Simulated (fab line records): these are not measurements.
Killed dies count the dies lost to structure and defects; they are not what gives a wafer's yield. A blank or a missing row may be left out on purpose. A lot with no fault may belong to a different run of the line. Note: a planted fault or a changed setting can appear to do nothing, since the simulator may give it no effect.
Which tool did it?	flow nand-harc	23 lots, 69 wafers sampled, at 6 steps of a route of 1302

## WHAT EACH GAUGE READ, for each wafer
NHARC_P_M2_THK_MEAS_24: measures by xrf.
lot	measured	on	thk-nm (nm)
L075	day 6 16:13	film-metro-02	144.3 144.7 146.5
L074	day 6 17:05	film-metro-02	143.6 143.8 145.3
L076	day 7 09:05	film-metro-01	144.4 141.6 147.2
L077	day 7 16:33	film-metro-01	144.8 145.7 147.0
L078	day 8 00:26	film-metro-01	144.8 141.5 142.7
L079	day 8 14:03	film-metro-02	143.5 146.0 143.1
L080	day 8 18:52	film-metro-01	146.2 143.5 144.5
L081	day 9 07:02	film-metro-01	145.0 143.8 143.7
L083	day 10 02:55	film-metro-02	141.9 143.9 142.0
L084	day 10 17:02	film-metro-01	145.1 144.6 144.2
L085	day 11 01:11	film-metro-02	141.2 144.4 143.3
L087	day 11 21:11	film-metro-01	143.2 142.9 144.8
L086	day 11 22:10	film-metro-01	145.0 142.4 144.9
L088	day 12 11:28	film-metro-02	143.9 143.9 142.3
L089	day 12 12:32	film-metro-02	144.1 145.9 143.4
L090	day 13 03:16	film-metro-01	145.0 145.4 144.3
L091	day 13 13:41	film-metro-02	144.0 146.0 146.8
L092	day 13 20:49	film-metro-02	145.5 144.8 141.9
L093	day 14 06:36	film-metro-01	143.4 142.7 143.5
L094	day 14 22:08	film-metro-02	143.8 147.1 146.3
L095	day 15 02:05	film-metro-01	147.5 145.2 145.3
L096	day 15 16:45	film-metro-02	145.2 145.8 141.4
L097	day 15 23:57	film-metro-01	143.1 144.3 144.4

NHARC_P_BONDPAD_THK_MEAS_33: measures by ellipsometry.
lot	measured	on	thk-nm (nm)
L075	day 6 17:35	film-metro-01	199.7 199.3 198.6
L074	day 6 18:27	film-metro-02	200.4 201.7 201.7
L076	day 7 10:29	film-metro-02	199.7 199.6 200.0
L077	day 7 17:56	film-metro-01	200.4 199.4 200.7
L078	day 8 01:49	film-metro-01	199.9 198.5 199.6
L079	day 8 15:26	film-metro-02	198.2 199.5 200.7
L080	day 8 20:13	film-metro-02	199.8 200.6 201.2
L081	day 9 08:24	film-metro-01	199.3 199.9 203.5
L083	day 10 04:21	film-metro-01	200.3 201.2 200.6
L084	day 10 18:23	film-metro-01	197.8 198.4 200.1
L085	day 11 02:34	film-metro-02	202.0 197.8 201.4
L087	day 11 22:33	film-metro-02	200.3 201.6 198.8
L086	day 11 23:32	film-metro-01	202.4 201.3 201.8
L088	day 12 12:49	film-metro-01	202.5 203.0 202.2
L089	day 12 13:54	film-metro-02	198.7 202.5 197.8
L090	day 13 04:47	film-metro-02	200.7 201.3 199.5
L091	day 13 15:02	film-metro-01	201.8 199.9 199.6
L092	day 13 22:12	film-metro-01	202.3 204.1 201.6
L093	day 14 07:58	film-metro-02	200.9 200.0 200.1
L094	day 14 23:31	film-metro-02	201.0 201.6 199.1
L095	day 15 03:28	film-metro-02	199.3 203.8 202.4
L096	day 15 18:06	film-metro-01	201.0 197.9 201.2
L097	day 16 01:18	film-metro-01	199.3 198.7 197.5

## WHICH TOOL RAN EACH LOT (tool, then ch and the chambers of the sampled wafers, then the start)
lot	NHARC_P_M1_ETCH_35	NHARC_P_M2_ETCH_35	NHARC_P_M2_STRIP_18	NHARC_P_BONDPAD_DEP_00
L075	rie-diel-01 ch 0,1, day 6 09:43	rie-diel-05 ch 1,2,3, day 6 13:53	rie-diel-05 ch 0,3, day 6 14:12	pecvd-04 ch 0,2, day 6 16:58
L074	rie-diel-01 ch 2,3, day 6 10:32	rie-diel-04 ch 0,1,2, day 6 14:45	rie-diel-04 ch 0,1,3, day 6 15:04	pecvd-04 ch 1,2, day 6 17:47
L076	rie-diel-12 ch 0,2,3, day 7 02:17	rie-diel-06 ch 0,1, day 7 06:36	rie-diel-04 ch 0,1,2, day 7 07:00	pecvd-03 ch 0,1,2, day 7 09:49
L077	rie-diel-01 ch 0,1,3, day 7 09:58	rie-diel-06 ch 0,1,3, day 7 14:11	rie-diel-05 ch 2,3, day 7 14:31	pecvd-02 ch 1,2, day 7 17:16
L078	rie-diel-01 ch 1,2,3, day 7 18:04	rie-diel-05 ch 0,3, day 7 22:06	rie-diel-04 ch 0,2, day 7 22:26	pecvd-02 ch 0,1,2, day 8 01:10
L079	rie-diel-01 ch 0,1,3, day 8 07:30	rie-diel-05 ch 0,1,3, day 8 11:40	rie-diel-05 ch 0,2,3, day 8 11:57	pecvd-03 ch 0,1,2, day 8 14:52
L080	rie-diel-12 ch 0,1,3, day 8 12:27	rie-diel-06 ch 0,1,3, day 8 16:32	rie-diel-05 ch 1,2,3, day 8 16:49	pecvd-04 ch 0,1,2, day 8 20:13 or earlier
L081	rie-diel-01 ch 0,2,3, day 9 00:34	rie-diel-05 ch 0,1,2, day 9 04:42	rie-diel-04 ch 1,2,3, day 9 04:59	pecvd-03 ch 0,1,2, day 9 08:24 or earlier
L083	rie-diel-02 ch 1,2, day 9 20:25	rie-diel-05 ch 0,1,2, day 10 00:35	rie-diel-04 ch 0,1,3, day 10 00:56	pecvd-03 ch 0,1,2, day 10 04:21 or earlier
L084	rie-diel-12 ch 2,3, day 10 10:41	rie-diel-04 ch 0,1,3, day 10 14:43	rie-diel-06 ch 2,3, day 10 15:01	pecvd-03 ch 0,1,2, day 10 18:23 or earlier
L085	rie-diel-01 ch 1,2,3, day 10 18:40	rie-diel-04 ch 0,3, day 10 22:51	rie-diel-04 ch 0,3, day 10 23:10	pecvd-02 ch 0,1,2, day 11 01:59
L087	rie-diel-12 ch 1,2, day 11 14:40	rie-diel-05 ch 1,3, day 11 18:51	rie-diel-06 ch 1,3, day 11 19:11	pecvd-03 ch 0,1,2, day 11 22:33 or earlier
L086	rie-diel-01 ch 2,3, day 11 15:41	rie-diel-06 ch 1,3, day 11 19:50	rie-diel-05 ch 1,2, day 11 20:07	pecvd-03 ch 0,2, day 11 23:32 or earlier
L088	rie-diel-02 ch 1,2,3, day 12 05:00	rie-diel-05 ch 2,3, day 12 09:08	rie-diel-06 ch 1,2, day 12 09:26	pecvd-03 ch 0,1,2, day 12 12:49 or earlier
L089	rie-diel-01 ch 2,3, day 12 05:39	rie-diel-05 ch 1,2,3, day 12 10:11	rie-diel-04 ch 2,3, day 12 10:28	pecvd-02 ch 0,1, day 12 13:20
L090	rie-diel-01 ch 0,2,3, day 12 20:43	rie-diel-06 ch 0,1,2, day 13 00:50	rie-diel-04 ch 0,2,3, day 13 01:08	pecvd-02 ch 1,2, day 13 03:59
L091	rie-diel-12 ch 1,3, day 13 04:34	rie-diel-05 ch 0,1,2, day 13 11:22	rie-diel-04 ch 0,2,3, day 13 11:39	pecvd-04 ch 0,2, day 13 15:02 or earlier
L092	rie-diel-12 ch 1,2,3, day 13 14:20	rie-diel-05 ch 0,2, day 13 18:30	rie-diel-04 ch 1,2, day 13 18:47	pecvd-03 ch 1,2, day 13 21:38
L093	rie-diel-12 ch 0,1,2, day 14 00:02	rie-diel-05 ch 0,1,2, day 14 04:13	rie-diel-06 ch 1,2,3, day 14 04:30	pecvd-03 ch 1,2, day 14 07:19
L094	rie-diel-12 ch 0,1,3, day 14 15:38	rie-diel-04 ch 0,1, day 14 19:45	rie-diel-06 ch 1,2, day 14 20:05	pecvd-02 ch 0,2, day 14 22:54
L095	rie-diel-12 ch 0,2,3, day 14 19:25	rie-diel-06 ch 2,3, day 14 23:40	rie-diel-06 ch 1,2,3, day 14 23:59	pecvd-03 ch 0,1, day 15 02:49
L096	rie-diel-12 ch 1,3, day 15 10:16	rie-diel-04 ch 0,1, day 15 14:25	rie-diel-05 ch 0,1, day 15 14:45	pecvd-03 ch 1,2, day 15 18:06 or earlier
L097	rie-diel-01 ch 1,2,3, day 15 17:27	rie-diel-05 ch 1,2,3, day 15 21:38	rie-diel-06 ch 0,1,2, day 15 21:55	pecvd-03 ch 1,2, day 16 01:18 or earlier
- NHARC_P_M1_ETCH_35: etches the open film in N2/H2, target depth 40 nm, overetch 12 nm, time 43.94 s.
- NHARC_P_M2_ETCH_35: etches the open film in N2/H2, target depth 40 nm, overetch 12 nm, time 43.94 s.
- NHARC_P_M2_STRIP_18: strips in N2/H2.
- NHARC_P_BONDPAD_DEP_00: deposits SiCN, target thk 250 nm.

## WHAT THE TOOLS THEMSELVES READ (means of the sampled wafers that have a number; where no wafer has one, the mark that the record gives instead)
NHARC_P_M1_ETCH_35.
lot	tool	drypump-motor-current-A (A)	n2-flow-sccm (sccm)	oes-product-au (a.u.)	rf-vpp-V (V)	showerhead-plenum-p-Torr (Torr)	throttle-valve-pct (%)
L075	rie-diel-01	6.4	149.6	0.999	430.3	2.05	14.183
L074	rie-diel-01	6.0	150.0	0.996	430.6	2.02	14.173
L076	rie-diel-12	5.4	150.2	1.010	428.3	1.95	14.177
L077	rie-diel-01	6.1	150.1	1.007	431.3	2.05	14.167
L078	rie-diel-01	6.2	149.9	0.999	431.4	2.05	14.167
L079	rie-diel-01	6.1	150.2	1.012	430.6	2.05	14.164
L080	rie-diel-12	5.4	149.9	1.008	427.7	1.94	14.168
L081	rie-diel-01	6.0	150.2	1.020	430.8	2.02	14.175
L083	rie-diel-02	6.3	150.2	1.007	428.3	1.96	14.171
L084	rie-diel-12	5.4	150.3	1.013	428.3	1.96	14.169
L085	rie-diel-01	6.2	149.8	0.992	430.7	2.04	14.172
L087	rie-diel-12	5.4	150.2	1.003	428.2	1.99	14.174
L086	rie-diel-01	6.0	150.1	0.990	430.2	2.02	14.178
L088	rie-diel-02	5.9	150.4	0.999	432.5	2.10	14.174
L089	rie-diel-01	5.8	149.8	0.990	431.5	2.05	14.169
L090	rie-diel-01	6.0	149.7	0.997	430.6	2.02	14.169
L091	rie-diel-12	5.5	150.1	1.006	427.4	1.94	14.175
L092	rie-diel-12	5.4	149.9	1.004	428.9	1.97	14.165
L093	rie-diel-12	5.4	150.3	1.003	429.1	1.96	14.175
L094	rie-diel-12	5.4	150.2	1.016	427.9	1.93	14.166
L095	rie-diel-12	5.4	150.0	1.009	428.1	1.95	14.171
L096	rie-diel-12	5.5	150.2	1.025	426.9	1.94	14.169
L097	rie-diel-01	6.1	149.7	0.991	430.8	2.04	14.166

NHARC_P_M2_ETCH_35.
lot	tool	drypump-motor-current-A (A)	n2-flow-sccm (sccm)	oes-product-au (a.u.)	rf-vpp-V (V)	showerhead-plenum-p-Torr (Torr)	throttle-valve-pct (%)
L075	rie-diel-05	5.3	150.0	1.014	432.5	2.13	14.175
L074	rie-diel-04	5.6	149.7	1.008	430.4	2.02	14.166
L076	rie-diel-06	5.7	150.7	0.989	432.0	2.10	14.170
L077	rie-diel-06	5.6	150.0	0.989	431.7	2.09	14.167
L078	rie-diel-05	5.9	149.8	0.996	432.4	2.10	14.173
L079	rie-diel-05	5.6	150.0	1.008	433.0	2.11	14.170
L080	rie-diel-06	5.6	150.1	0.986	431.5	2.09	14.182
L081	rie-diel-05	5.6	150.2	1.003	434.0	2.17	14.163
L083	rie-diel-05	5.6	149.8	0.998	433.9	2.17	14.174
L084	rie-diel-04	6.0	150.2	1.003	429.6	1.99	14.178
L085	rie-diel-04	6.0	149.8	1.002	428.7	1.99	14.177
L087	rie-diel-05	5.3	149.8	0.997	431.7	2.07	14.167
L086	rie-diel-06	5.6	150.1	0.997	431.9	2.10	14.171
L088	rie-diel-05	5.3	150.1	0.993	431.3	2.07	14.172
L089	rie-diel-05	5.3	149.9	0.996	432.9	2.12	14.179
L090	rie-diel-06	5.7	150.1	1.003	431.2	2.05	14.171
L091	rie-diel-05	5.6	149.8	0.993	433.5	2.16	14.167
L092	rie-diel-05	5.9	150.1	1.001	433.5	2.15	14.167
L093	rie-diel-05	5.6	149.6	0.996	433.6	2.16	14.174
L094	rie-diel-04	5.8	149.8	1.016	428.1	1.96	14.165
L095	rie-diel-06	5.7	150.2	0.991	430.7	2.02	14.175
L096	rie-diel-04	5.8	150.0	1.011	428.7	1.96	14.176
L097	rie-diel-05	5.3	150.1	0.991	432.9	2.12	14.176

NHARC_P_M2_STRIP_18.
lot	tool	drypump-motor-current-A (A)	n2-flow-sccm (sccm)	oes-product-au (a.u.)	rf-vpp-V (V)	showerhead-plenum-p-Torr (Torr)	throttle-valve-pct (%)
L075	rie-diel-05	5.6	150.0	1.007	90.3	2.06	14.164
L074	rie-diel-04	6.0	150.1	1.013	89.9	1.99	14.176
L076	rie-diel-04	5.6	149.9	1.004	90.9	2.01	14.168
L077	rie-diel-05	5.2	149.8	1.000	90.8	2.13	14.175
L078	rie-diel-04	5.4	150.3	0.998	90.3	2.04	14.171
L079	rie-diel-05	5.6	149.9	1.002	90.6	2.11	14.171
L080	rie-diel-05	5.3	149.8	1.004	91.0	2.13	14.162
L081	rie-diel-04	5.8	150.2	0.996	90.7	2.03	14.168
L083	rie-diel-04	6.0	150.2	1.006	90.2	1.99	14.173
L084	rie-diel-06	5.6	149.4	0.995	90.7	2.06	14.164
L085	rie-diel-04	5.9	150.3	1.003	89.5	1.96	14.165
L087	rie-diel-06	5.8	150.0	0.984	91.1	2.11	14.175
L086	rie-diel-05	5.2	149.9	0.987	91.6	2.18	14.170
L088	rie-diel-06	5.9	149.7	1.003	91.0	2.08	14.171
L089	rie-diel-04	5.5	149.7	0.999	90.2	2.05	14.169
L090	rie-diel-04	5.7	150.1	1.000	89.3	2.01	14.169
L091	rie-diel-04	5.7	150.3	0.994	90.8	2.01	14.165
L092	rie-diel-04	5.5	149.9	0.998	89.7	2.05	14.166
L093	rie-diel-06	5.7	149.9	1.000	90.0	2.07	14.164
L094	rie-diel-06	5.9	150.0	1.002	90.0	2.08	14.183
L095	rie-diel-06	5.7	150.1	0.997	90.7	2.07	14.171
L096	rie-diel-05	5.9	149.8	1.004	92.0	2.15	14.178
L097	rie-diel-06	5.7	150.0	1.001	91.3	2.05	14.170

NHARC_P_BONDPAD_DEP_00.
lot	tool	heater-power-outer-w (W)	heater-power-w (W)
L075	pecvd-04	310	588
L074	pecvd-04	305	575
L076	pecvd-03	295	542
L077	pecvd-02	297	547
L078	pecvd-02	315	585
L079	pecvd-03	347	599
L080	pecvd-04	314	594
L081	pecvd-03	326	589
L083	pecvd-03	337	600
L084	pecvd-03	325	578
L085	pecvd-02	304	576
L087	pecvd-03	334	594
L086	pecvd-03	371	648
L088	pecvd-03	329	592
L089	pecvd-02	309	581
L090	pecvd-02	264	502
L091	pecvd-04	347	633
L092	pecvd-03	375	651
L093	pecvd-03	379	659
L094	pecvd-02	244	487
L095	pecvd-03	334	584
L096	pecvd-03	326	586
L097	pecvd-03	363	637

## THE ANSWER, worked out from the rows above alone
Rule: usual is defined by the lots themselves. The widest of any qualifying gaps counts: lots, ordered by their means at a reading, are off when they make up no more than a third of the lots, leave a main group of 4 or more, and stand apart from it by 3 or more times the standard deviation of that group's means. Not used: any main group whose means are identical at the precision the tables above print for the reading. Also off: a lot with no number at a reading for which 4 or more lots have one. Where the step has rows for the other lots, those lots are counted as sound. After the gauges, taken in route order, come the tools' own readings; for these a lot's mean is taken, as printed above. The first step at which some lot is off is used, and at that step the reading that is off furthest; a lot without a number counts as furthest.
Nothing can be told from this: no lot is off at any reading shown.

## WHAT HAD BEEN PUT IN BY THE SIMULATOR
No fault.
